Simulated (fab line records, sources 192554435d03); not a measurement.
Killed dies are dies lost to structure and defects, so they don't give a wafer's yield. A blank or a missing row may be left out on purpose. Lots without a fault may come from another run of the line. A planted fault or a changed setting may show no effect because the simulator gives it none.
Chamber matching | flow n5_finfet | N5_ILD0_CMP_12 on cmp-03: 4 sister chambers
The step polishes SiNx, stops on poly-Si, t overpolish 6 s, target thk 17.67 nm. 7 wafers are shown with their chamber, then 8 later ones without.

WAFERS WITH THEIR CHAMBER
wafer  | chamber | motor_current_A (A) | time_to_endpoint_s (s)
L080.1 | 2       | 9.1                 | 22
L086.4 | 3       | 8.5                 | 20
L086.5 | 3       | 8.5                 | 20
L090.4 | 1       | 12.9                | 26
L090.5 | 0       | 8.5                 | 31
L090.6 | 1       | 12.8                | 26
L092.2 | 0       | 8.0                 | 33

WAFERS WITHOUT THEIR CHAMBER
wafer  | motor_current_A (A) | time_to_endpoint_s (s)
L092.4 | 8.6                 | 23
L092.5 | 7.5                 | 31
L093.1 | 9.3                 | 28
L093.5 | 9.4                 | 30
L093.6 | 8.4                 | 29
L096.2 | 9.2                 | 27
L096.4 | 7.4                 | 31
L096.6 | 8.5                 | 22

WHICH CHAMBER EACH WENT THROUGH
wafer  | from the rows above     | in truth
L092.4 | can't be placed: 2 or 3 | 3
L092.5 | 0                       | 0
L093.1 | can't be placed: 0 or 2 | 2
L093.5 | 0                       | 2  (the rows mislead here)
L093.6 | 0                       | 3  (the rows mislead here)
L096.2 | can't be placed: 2 or 0 | 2
L096.4 | 0                       | 0
L096.6 | can't be placed: 3 or 2 | 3
Placed correctly: 2 of 8. Can't be placed from these rows: 4 (the true chamber is among the candidates in 4). Placed wrongly: 2.
How it was worked out, from the rows above alone: a wafer's distance from a chamber is the root of the sum, over the readings, of the square of ((its reading less the chamber's mean) divided by the reading's scatter). The wafer belongs to the nearest chamber; if the next one is less than 2 further off, it can't be placed. A chamber's mean is the mean of its shown wafers. The scatter: the root of (the sum of the squares of (reading less its chamber's mean) over the shown wafers, divided by (wafers less chambers)).
